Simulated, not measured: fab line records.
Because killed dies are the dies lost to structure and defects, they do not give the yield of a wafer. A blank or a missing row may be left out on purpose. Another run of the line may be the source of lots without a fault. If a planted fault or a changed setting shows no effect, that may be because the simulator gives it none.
Matching of chambers :: flow nand_harc :: NHARC_A_STAIRCASE_CMP_152 on cmp-03 has 4 sister chambers
The step polishes. 8 wafers are shown with their chamber, then 9 later ones without.

## WAFERS WITH THEIR CHAMBER
wafer: L076.4
chamber: 3
motor_current_A (A): 12.6

wafer: L076.5
chamber: 3
motor_current_A (A): 12.2

wafer: L084.6
chamber: 1
motor_current_A (A): 12.4

wafer: L086.4
chamber: 1
motor_current_A (A): 12.4

wafer: L086.5
chamber: 2
motor_current_A (A): 11.5

wafer: L085.2
chamber: 2
motor_current_A (A): 11.7

wafer: L085.3
chamber: 0
motor_current_A (A): 11.4

wafer: L085.5
chamber: 0
motor_current_A (A): 12.2

## WAFERS WHOSE CHAMBER IS MISSING
wafer: L090.1
motor_current_A (A): 11.9

wafer: L090.3
motor_current_A (A): 11.4

wafer: L090.5
motor_current_A (A): 11.6

wafer: L093.2
motor_current_A (A): 11.1

wafer: L093.5
motor_current_A (A): 12.1

wafer: L093.6
motor_current_A (A): 11.9

wafer: L096.1
motor_current_A (A): 12.1

wafer: L096.4
motor_current_A (A): 12.4

wafer: L096.6
motor_current_A (A): 11.4

## CHAMBER TAKEN BY EACH
wafer: L090.1
from the rows above: can't be placed: 0 or 2 or 3 or 1
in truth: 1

wafer: L090.3
from the rows above: can't be placed: 2 or 0
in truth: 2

wafer: L090.5
from the rows above: can't be placed: 2 or 0
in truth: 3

wafer: L093.2
from the rows above: can't be placed: 2 or 0
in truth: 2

wafer: L093.5
from the rows above: can't be placed: 0 or 3 or 1 or 2
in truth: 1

wafer: L093.6
from the rows above: can't be placed: 0 or 2 or 3 or 1
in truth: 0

wafer: L096.1
from the rows above: can't be placed: 0 or 3 or 1 or 2
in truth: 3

wafer: L096.4
from the rows above: can't be placed: 1 or 3 or 0
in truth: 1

wafer: L096.6
from the rows above: can't be placed: 2 or 0
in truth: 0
Correctly placed: 0 of 9. These rows do not allow placing 9 (true chamber among the candidates in 8). 0 placed wrongly.
How it was worked out, from the rows above alone: a wafer's distance from a chamber is the root of the sum, over the readings, of the square of ((its reading less the chamber's mean) divided by the reading's scatter). The wafer belongs to the nearest chamber; if the next one is less than 2 further off, it can't be placed. A chamber's mean is the mean of its shown wafers. The scatter is the square root of a quotient: the sum, over the shown wafers, of each reading's squared deviation from its chamber's mean, divided by wafers minus chambers.
